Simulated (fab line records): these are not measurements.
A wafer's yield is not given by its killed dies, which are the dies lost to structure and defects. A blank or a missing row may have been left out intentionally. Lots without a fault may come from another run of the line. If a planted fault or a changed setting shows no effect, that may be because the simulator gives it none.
fab line records | flow nand-harc | part 1 of 2: steps 1 to 4 of 6
record lots=23 wafers=69 last-day=34
route steps=1302 shown A_STAIRCASE@673
lots that met no fault: taken from a fault-free run of the same line
start-h: hours from the record's first day to the start of the lot's first wafer shown | wait-h: time in hours since the lot's previous step | " as in the row above | L1.1+2: a row that stands for several wafers | - no value, or no start given | * or withheld: withheld | < > ~ a bound
route shown NAME@n: names a module that has steps shown in the file, with the first one's number in the route | usual: mean/standard deviation of fault-free wafers | same: alike in all rows | chamber/n: place in a boat | sites: per-site readings | _std_site: how widely they spread, as a standard deviation | _edge_site: inner sites' mean taken away from outer sites' mean | radius-mm: how far each site lies from the wafer's centre | mask NAME#n: copy n | behind: the last tool/chamber to shape the wafer | hold: why the lot went on hold/how many hours it stayed there/how the hold came to an end | device: which transistor (n, p or np) failed to switch | end of line: the same wafers' tests at the end of the route | a step given without rows: its recipe and nothing more | killed: dies that structure and defects cost at the first sort, which is not the same as the wafer's yield | map: a wafer's dies, marking killed ones x, the rest . and places with no die _
set.NAME: the setting that was run; set.NAME@STEP: the one run at that earlier step | model.NAME: the simulator's own value behind a step, which no gauge read
steps of the route over a sample of lots; a table a step, a row a wafer
services: a tool's chamber out of use, with start hour (start-h, from the record's first day; less than 0 if before it), hours out, and reason
## steps
# step NHARC_A_STAIRCASE_ETCH_17
# recipe target-depth-a=1000 time-s=40.5 ion-energy-ev=400 c4f8-flow-sccm=20 o2-flow-sccm=10 ar-flow-sccm=withheld rf-w=600 bias-w=1000 chemistry=C4F8/O2
# usual oes-product-au=0.942/0.011 rf-vpp-V=896/5.1
# columns lot.wafer tool chamber start-h wait-h oes-product-au rf-hours-counter-h rf-vpp-V
L074.3 rie-diel-04 1 - - 0.966 60 886
L074.6 " 0 " " 0.960 - 892
L074.5 " 1 " " 0.957 - 887
L075.2 rie-diel-12 3 - - 0.938 25 893
L075.6 " 0 " " 0.944 - 893
L075.5 " 1 " " 0.934 - 899
L076.3 rie-diel-11 0 - - 0.961 38 900
L076.2 " 1 " " 0.962 32 902
L076.6 " 3 " " 0.928 - 894
L077.2 rie-diel-12 0 - - 0.950 38 893
L077.6 " 0 " " 0.950 - 892
L077.5 " 1 " " 0.933 - 899
L078.1 rie-diel-12 1 - - 0.933 46 898
L078.4 " 0 " " 0.956 43 892
L078.6 " 1 " " 0.928 - 897
L079.1 rie-diel-12 1 - - 0.947 47 897
L079.3 " 2 " " 0.952 43 900
L079.5 " 0 " " 0.939 - 893
L080.1 rie-diel-12 2 - - 0.932 48 901
L080.3 " 0 " " 0.956 47 893
L080.2 " 1 " " 0.937 51 898
L081.1 rie-diel-12 0 - - 0.947 48 893
L081.3 " 1 " " 0.933 52 900
L081.6 " 0 " " 0.943 - 892
L082.2 rie-diel-04 1 - - 0.928 20 887
L082.6 " 3 " " 0.933 - 903
L082.4 " 2 " " 0.935 - 899
L083.4 rie-diel-04 0 433.17 - 0.974 22 890
L083.2 " 2 " " 0.964 28 901
L083.5 " 0 " " 0.978 - 890
L084.1 rie-diel-04 3 - - 0.927 36 903
L084.2 " 0 " " 0.940 31 891
L084.4 " 3 " " 0.935 - 903
L085.2 rie-diel-04 2 - - 0.942 36 899
L085.3 " 3 " " 0.934 37 903
L085.4 " 2 " " 0.942 - 899
L086.4 rie-diel-11 1 - - 0.929 6 900
L086.2 " 3 " " 0.932 7 896
L086.5 " 1 " " 0.938 - 902
L087.1 rie-diel-12 3 - - 0.951 13 892
L087.3 " 0 " " 0.947 12 892
L087.2 " 2 " " 0.943 13 900
L089.2 rie-diel-04 3 - - 0.946 47 903
L089.1 " 2 " " 0.941 46 898
L089.5 " 2 " " 0.938 - 899
L088.3 rie-diel-04 2 - - 0.928 56 900
L088.2 " 0 " " 0.948 45 889
L088.1 " 1 " " 0.932 31 886
L091.1 rie-diel-04 2 - - 0.933 59 899
L091.3 " 3 " " 0.942 59 902
L091.5 " 2 " " 0.936 - 898
L093.2 rie-diel-04 1 - - 0.941 39 888
L093.3 " 0 " " 0.940 53 891
L093.5 " 1 " " 0.937 - 888
L092.1 rie-diel-12 0 - - 0.923 25 892
L092.4 " 1 " " 0.938 22 897
L092.6 " 0 " " 0.929 - 890
L094.4 rie-diel-04 0 - - 0.940 1 890
L094.3 " 2 " " 0.948 1 899
L094.6 " 3 " " 0.938 - 902
L095.4 rie-diel-12 2 - - 0.918 28 899
L095.1 " 1 " " 0.924 26 897
L095.5 " 2 " " 0.918 - 900
L097.3 rie-diel-11 0 - - 0.951 54 898
L097.6 " 0 " " 0.946 - 898
L097.4 " 2 " " 0.947 - 899
L096.2 rie-diel-04 1 - - 0.954 17 905
L096.3 " 2 " " 0.944 19 899
L096.6 " 1 " " 0.943 - 906
# step NHARC_A_STAIRCASE_ETCH_19
# recipe target-depth-a=1000 time-s=40.5 ion-energy-ev=400 c4f8-flow-sccm=20 o2-flow-sccm=10 ar-flow-sccm=withheld rf-w=600 bias-w=1000 chemistry=C4F8/O2
# usual oes-product-au=0.942/0.014 rf-vpp-V=896/5.1
# columns lot.wafer tool chamber start-h wait-h oes-product-au rf-hours-counter-h rf-vpp-V
L074.3 rie-diel-04 0 - - 0.968 50 891
L074.5 " 0 " " 0.963 - 891
L074.6 " 1 " " 0.956 - 888
L075.2 rie-diel-12 1 - - 0.925 34 900
L075.6 " 3 " " 0.938 - 893
L075.5 " 0 " " 0.939 - 893
L076.3 rie-diel-11 0 - - 0.951 39 899
L076.2 " 3 " " 0.925 35 895
L076.6 " 0 " " 0.958 - 901
L077.2 rie-diel-12 3 - - 0.938 33 893
L077.6 " 2 " " 0.940 - 900
L077.5 " 3 " " 0.946 - 893
L078.4 rie-diel-12 1 - - 0.940 46 899
L078.1 " 2 " " 0.942 43 898
L078.6 " 1 " " 0.930 - 898
L079.1 rie-diel-12 3 - - 0.946 40 892
L079.3 " 2 " " 0.945 43 899
L079.5 " 3 " " 0.951 - 893
L080.2 rie-diel-12 3 - - 0.943 44 892
L080.3 " 0 " " 0.957 47 892
L080.1 " 1 " " 0.942 51 898
L081.3 rie-diel-12 0 - - 0.945 48 894
L081.1 " 1 " " 0.933 52 898
L081.6 " 0 " " 0.949 - 892
L082.2 rie-diel-04 2 - - 0.935 25 900
L082.6 " 2 " " 0.925 - 901
L082.4 " 3 " " 0.932 - 902
L083.2 rie-diel-04 1 433.44 - 0.979 23 887
L083.4 " 3 " " 0.995 26 903
L083.5 " 1 " " 0.988 - 886
L084.2 rie-diel-04 2 - - 0.929 36 900
L084.1 " 3 " " 0.937 36 904
L084.4 " 2 " " 0.927 - 900
L085.3 rie-diel-04 3 - - 0.949 37 905
L085.2 " 2 " " 0.952 36 898
L085.4 " 0 " " 0.947 - 889
L086.4 rie-diel-11 0 - - 0.939 5 899
L086.2 " 1 " " 0.931 6 902
L086.5 " 3 " " 0.921 - 896
L087.3 rie-diel-12 2 - - 0.929 13 899
L087.1 " 3 " " 0.937 13 892
L087.2 " 0 " " 0.950 12 891
L089.2 rie-diel-04 3 - - 0.944 47 903
L089.1 " 2 " " 0.942 47 899
L089.5 " 3 " " 0.955 - 903
L088.2 rie-diel-04 3 - - 0.938 57 902
L088.1 " 0 " " 0.953 45 890
L088.3 " 1 " " 0.931 31 887
L091.1 rie-diel-04 1 - - 0.952 34 887
L091.3 " 2 " " 0.942 59 898
L091.5 " 0 " " 0.947 - 890
L093.3 rie-diel-04 3 - - 0.946 66 902
L093.2 " 0 " " 0.941 54 891
L093.5 " 0 " " 0.930 - 891
L092.4 rie-diel-12 0 - - 0.930 25 892
L092.1 " 1 " " 0.933 22 899
L092.6 " 3 " " 0.923 - 892
L094.3 rie-diel-04 2 - - 0.939 1 899
L094.4 " 3 " " 0.942 1 903
L094.6 " 3 " " 0.945 - 902
L095.1 rie-diel-12 3 - - 0.925 30 891
L095.4 " 2 " " 0.925 28 898
L095.5 " 0 " " 0.920 - 893
L097.3 rie-diel-11 1 - - 0.948 57 899
L097.4 " 1 " " 0.941 - 901
L097.6 " 2 " " 0.956 - 897
L096.3 rie-diel-04 0 - - 0.942 14 890
L096.2 " 1 " " 0.953 17 905
L096.6 " 0 " " 0.948 - 890
# step NHARC_A_STAIRCASE_TRIM_26
# recipe time-s=211.2 o2-flow-sccm=500 ar-flow-sccm=0 bias-w=0 chemistry=O2
# usual drypump-motor-current-A=5.8/0.49 mfc-ar-sccm=0.008/0.013 oes-product-au=0.998/0.0078 rf-vpp-V=57.8/0.91 showerhead-plenum-p-Torr=3.56/0.13 throttle-valve-pct=17.035/0.0091
# columns lot.wafer tool chamber start-h wait-h drypump-motor-current-A mfc-ar-sccm oes-product-au rf-hours-counter-h rf-vpp-V showerhead-plenum-p-Torr throttle-valve-pct
L074.3 rie-diel-12 1 - - 5.5 0 0.984 29 57.9 3.61 17.041
L074.5 " 3 " " 6.1 0.001 0.984 - 56.7 3.44 17.037
L074.6 " 0 " " 5.0 0.018 0.997 - 57.8 3.45 17.036
L075.2 rie-diel-04 2 - - 6.2 0.017 0.998 0 59.6 3.63 17.046
L075.5 " 3 " " 6.0 0 0.996 - 58.2 3.74 17.011
L075.6 " 0 " " 5.3 0 1.006 - 56.2 3.41 17.042
L076.3 rie-diel-11 2 - - 6.1 0 1.008 29 58.7 3.62 17.066
L076.2 " 3 " " 5.0 0.043 1.009 36 57.9 3.50 17.013
L076.6 " 1 " " 6.2 0 1.010 - 57.7 3.68 17.044
L077.2 rie-diel-12 2 - - 5.5 0 1.002 37 57.8 3.63 17.043
L077.6 " 2 " " 5.4 0 0.996 - 59.2 3.63 17.034
L077.5 " 3 " " 6.1 0.001 0.997 - 56.5 3.44 17.043
L078.4 rie-diel-11 1 - - 6.2 0 0.996 40 57.2 3.67 17.046
L078.1 " 3 " " 5.0 0.043 0.983 45 58.3 3.50 17.057
L078.6 " 2 " " 6.1 0 0.996 - 58.7 3.62 17.029
L079.1 rie-diel-04 3 - - 6.0 0 1.008 14 56.7 3.73 17.044
L079.3 " 0 " " 5.3 0 1.000 14 57.7 3.40 17.044
L079.5 " 3 " " 6.0 0 0.997 - 58.8 3.73 17.034
L080.2 rie-diel-04 2 - - 6.2 0.017 0.993 22 57.3 3.62 17.046
L080.3 " 0 " " 5.3 0 1.007 19 57.3 3.40 17.038
L080.1 " 1 " " 6.6 0.030 0.996 17 58.1 3.28 17.052
L081.3 rie-diel-12 1 - - 5.5 0 0.993 53 57.6 3.60 17.039
L081.1 " 3 " " 6.1 0.001 0.995 46 57.8 3.43 17.029
L081.6 " 2 " " 5.5 0 1.013 - 57.1 3.63 17.041
L082.2 rie-diel-11 2 - - 6.1 0 0.998 48 56.1 3.61 17.030
L082.4 " 0 " " 6.4 0 0.999 55 58.8 3.63 17.039
L082.6 " 2 " " 6.1 0 1.008 - 57.5 3.61 17.019
L083.2 rie-diel-12 3 - - 6.2 0.001 1.000 53 58.9 3.43 17.039
L083.4 " 0 " " 5.0 0.018 0.998 55 58.1 3.44 17.049
L083.5 " 2 " " 5.4 0 0.994 - 57.6 3.63 17.030
L084.4 rie-diel-11 1 - - 6.1 0 1.005 6 57.5 3.66 17.032
L084.2 " 2 " " 6.1 0 1.013 8 58.6 3.61 17.050
L084.1 " 3 " " 5.0 0.043 0.997 7 57.9 3.49 17.046
L086.2 rie-diel-04 3 - - 5.9 0 1.007 38 57.8 3.72 17.041
L086.4 " 0 " " 5.3 0 1.003 - 57.5 3.39 17.021
L086.5 " 3 " " 6.0 0 0.997 - 58.6 3.72 17.032
L085.4 rie-diel-11 0 - - 6.3 0 0.996 6 58.8 3.63 17.036
L085.3 " 1 " " 6.2 0 1.011 7 57.8 3.66 17.036
L085.2 " 2 " " 6.1 0 1.007 9 59.2 3.61 17.037
L087.2 rie-diel-12 3 - - 6.1 0.001 0.979 13 57.3 3.42 17.034
L087.3 " 0 " " 5.0 0.018 0.995 12 56.9 3.43 17.040
L087.1 " 2 " " 5.4 0 0.979 13 57.9 3.62 17.026
L089.1 rie-diel-04 2 - - 6.2 0.017 0.998 47 56.9 3.61 17.031
L089.2 " 3 " " 6.0 0 0.999 48 58.1 3.72 17.018
L089.5 " 3 " " 6.0 0 1.002 - 57.1 3.72 17.040
L088.1 rie-diel-04 0 - - 5.3 0 0.992 46 58.4 3.38 17.033
L088.2 " 1 " " 6.6 0.030 0.994 31 57.7 3.28 17.042
L088.3 " 2 " " 6.2 0.017 1.005 57 58.1 3.60 17.030
L091.3 rie-diel-04 3 - - 6.0 0 0.999 60 56.8 3.71 17.040
L091.1 " 0 " " 5.3 0 1.008 49 58.1 3.38 17.049
L091.5 " 2 " " 6.2 0.017 0.998 - 56.4 3.60 17.030
L093.2 rie-diel-11 3 - - 5.0 0.043 0.996 37 55.9 3.47 17.037
L093.3 " 1 " " 6.2 0 0.993 40 57.6 3.64 17.034
L093.5 " 2 " " 6.1 0 1.014 - 59.2 3.59 17.043
L092.1 rie-diel-12 2 - - 5.5 0 0.993 25 58.4 3.61 17.018
L092.4 " 0 " " 5.0 0.018 0.999 26 58.3 3.42 17.029
L092.6 " 3 " " 6.1 0.001 1.000 - 57.2 3.41 17.046
L094.3 rie-diel-04 3 - - 6.0 0 0.996 2 58.5 3.70 17.028
L094.4 " 2 " " 6.2 0.017 0.991 1 57.3 3.60 17.040
L094.6 " 3 " " 6.0 0 1.001 - 57.9 3.70 17.040
L095.1 rie-diel-04 2 - - 6.2 0.017 0.989 4 59.2 3.59 17.027
L095.4 " 0 " " 5.3 0 1.001 3 56.7 3.38 17.020
L095.5 " 1 " " 6.6 0.030 0.992 - 58.2 3.81 17.018
L097.3 rie-diel-12 1 - - 5.5 0 1.005 35 57.3 3.58 17.048
L097.4 " 2 " " 5.4 0 0.988 36 56.9 3.60 17.038
L097.6 " 3 " " 6.1 0.001 0.999 - 57.5 3.40 17.035
L096.2 rie-diel-04 3 - - 6.0 0 1.005 17 58.3 3.70 17.051
L096.3 " 1 " " 6.6 0.030 0.991 18 58.5 3.80 17.018
L096.6 " 0 " " 5.3 0 0.997 - 57.9 3.37 17.023
# step NHARC_A_STAIRCASE_ETCH_27
# recipe target-depth-a=1000 time-s=40.5 ion-energy-ev=400 c4f8-flow-sccm=20 o2-flow-sccm=10 ar-flow-sccm=withheld rf-w=600 bias-w=1000 chemistry=C4F8/O2
# usual oes-product-au=0.940/0.0098 rf-vpp-V=897/4.9
# columns lot.wafer tool chamber start-h wait-h oes-product-au rf-hours-counter-h rf-vpp-V
L074.3 rie-diel-12 1 - - 0.944 30 899
L074.5 " 0 " " 0.954 - 893
L074.6 " 1 " " 0.951 - 899
L075.2 rie-diel-04 2 - - 0.934 1 901
L075.5 " 3 " " 0.940 - 904
L075.6 " 0 " " 0.958 - 891
L076.2 rie-diel-11 3 - - 0.952 36 894
L076.3 " 0 " " 0.947 39 899
L076.6 " 2 " " 0.953 - 901
L077.2 rie-diel-12 2 - - 0.939 38 898
L077.6 " 3 " " 0.940 - 893
L077.5 " 0 " " 0.941 - 893
L078.1 rie-diel-11 1 - - 0.920 40 901
L078.4 " 2 " " 0.931 38 900
L078.6 " 1 " " 0.924 - 900
L079.1 rie-diel-04 3 - - 0.928 14 903
L079.3 " 1 " " 0.945 13 886
L079.5 " 0 " " 0.931 - 892
L080.2 rie-diel-04 1 - - 0.963 17 886
L080.1 " 2 " " 0.931 22 899
L080.3 " 3 " " 0.938 21 903
L081.3 rie-diel-12 2 - - 0.943 50 900
L081.1 " 0 " " 0.947 49 893
L081.6 " 2 " " 0.938 - 900
L082.2 rie-diel-11 3 - - 0.929 55 894
L082.4 " 1 " " 0.943 49 901
L082.6 " 2 " " 0.944 - 898
L083.2 rie-diel-12 3 - - 0.928 53 893
L083.4 " 1 " " 0.953 57 900
L083.5 " 3 " " 0.934 - 893
L084.2 rie-diel-11 2 - - 0.947 8 899
L084.1 " 3 " " 0.935 7 895
L084.4 " 0 " " 0.930 5 899
L086.2 rie-diel-04 0 - - 0.948 33 891
L086.5 " 2 " " 0.940 - 901
L086.4 " 3 " " 0.947 - 904
L085.4 rie-diel-11 1 - - 0.935 7 900
L085.2 " 2 " " 0.949 9 900
L085.3 " 3 " " 0.948 8 893
L087.3 rie-diel-12 2 - - 0.931 13 899
L087.2 " 3 " " 0.940 14 891
L087.1 " 0 " " 0.938 13 891
L089.2 rie-diel-04 3 - - 0.942 48 902
L089.1 " 2 " " 0.926 47 899
L089.5 " 3 " " 0.941 - 904
L088.3 rie-diel-04 3 - - 0.934 58 901
L088.1 " 0 " " 0.936 47 890
L088.2 " 1 " " 0.937 32 886
L091.3 rie-diel-04 2 - - 0.917 60 900
L091.1 " 0 " " 0.948 49 890
L091.5 " 1 " " 0.936 - 887
L093.3 rie-diel-11 2 - - 0.942 40 898
L093.2 " 3 " " 0.933 37 893
L093.5 " 2 " " 0.949 - 898
L092.1 rie-diel-12 0 - - 0.940 26 893
L092.4 " 1 " " 0.941 23 899
L092.6 " 3 " " 0.939 - 893
L094.4 rie-diel-04 1 - - 0.954 1 906
L094.3 " 2 " " 0.931 1 900
L094.6 " 1 " " 0.950 - 906
L095.4 rie-diel-04 0 - - 0.937 4 890
L095.1 " 1 " " 0.944 4 905
L095.5 " 3 " " 0.942 - 902
L097.4 rie-diel-12 3 - - 0.925 38 891
L097.3 " 1 " " 0.949 35 898
L097.6 " 3 " " 0.930 - 890
L096.2 rie-diel-04 0 - - 0.928 15 890
L096.3 " 2 " " 0.941 20 899
L096.6 " 1 " " 0.937 - 907
